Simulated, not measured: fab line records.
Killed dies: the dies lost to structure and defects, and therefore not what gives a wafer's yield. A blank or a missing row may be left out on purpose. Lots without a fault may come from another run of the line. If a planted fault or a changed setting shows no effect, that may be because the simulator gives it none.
Which tool is to blame? || flow n5Finfet || 10 lots (30 wafers sampled), 1 step of a 1938-step route

## WHAT THE GAUGES READ, wafer by wafer
N5_BEOL_M9_CD_MEAS_18: pitch 140 nm, target cd 70 nm. Usual: cdNm reads 69.8 nm (standard deviation 0.46).
{"lot": "L493", "measured": "day 9 22:23", "on": "cdSem-01", "cdNm (nm)": "70.1 69.7 69.8", "flag": ""}
{"lot": "L492", "measured": "day 9 22:37", "on": "cdSem-02", "cdNm (nm)": "70.1 70.0 69.8", "flag": ""}
{"lot": "L494", "measured": "day 10 11:58", "on": "cdSem-01", "cdNm (nm)": "68.6 69.0 69.5", "flag": ""}
{"lot": "L495", "measured": "day 10 21:43", "on": "cdSem-03", "cdNm (nm)": "70.5 70.0 70.7", "flag": ""}
{"lot": "L497", "measured": "day 11 01:08", "on": "cdSem-02", "cdNm (nm)": "69.7 69.9 69.5", "flag": ""}
{"lot": "L502", "measured": "day 13 18:44", "on": "cdSem-02", "cdNm (nm)": "68.9 69.0 69.2", "flag": ""}
{"lot": "L504", "measured": "day 13 18:57", "on": "cdSem-01", "cdNm (nm)": "69.8 70.2 69.2", "flag": ""}
{"lot": "L511", "measured": "day 14 20:46", "on": "cdSem-01", "cdNm (nm)": "69.7 69.4 70.2", "flag": ""}
{"lot": "L513", "measured": "day 15 23:47", "on": "cdSem-02", "cdNm (nm)": "70.4 69.8 70.7", "flag": ""}
{"lot": "L514", "measured": "day 16 09:37", "on": "cdSem-01", "cdNm (nm)": "69.6 70.0 70.1", "flag": ""}

## EACH LOT AND THE TOOL THAT RAN IT (in order: tool; ch and the chambers of the sampled wafers; start)
The record shows no process step preceding these readings.

## WHAT THE TOOLS THEMSELVES READ (means of the sampled wafers that have a number; where no wafer has one, the mark that the record gives instead)
The record holds no such reading with a usual standard deviation.

## THE ANSWER, worked out from the rows above alone
Rule: lot off if the mean of its wafers having a number is beyond 3 standard deviations from the usual mean. Also off: a lot with no number at a reading for which 4 or more lots have one. The other lots that the step has rows for count as sound. After the gauges, taken in route order, come the tools' own readings; for these a lot's mean is taken, as printed above. The first step at which some lot is off is used, and at that step the reading that is off furthest; a lot without a number counts as furthest.
Nothing can be told from this: no lot is off at any reading shown.

## WHAT HAD BEEN PUT IN BY THE SIMULATOR
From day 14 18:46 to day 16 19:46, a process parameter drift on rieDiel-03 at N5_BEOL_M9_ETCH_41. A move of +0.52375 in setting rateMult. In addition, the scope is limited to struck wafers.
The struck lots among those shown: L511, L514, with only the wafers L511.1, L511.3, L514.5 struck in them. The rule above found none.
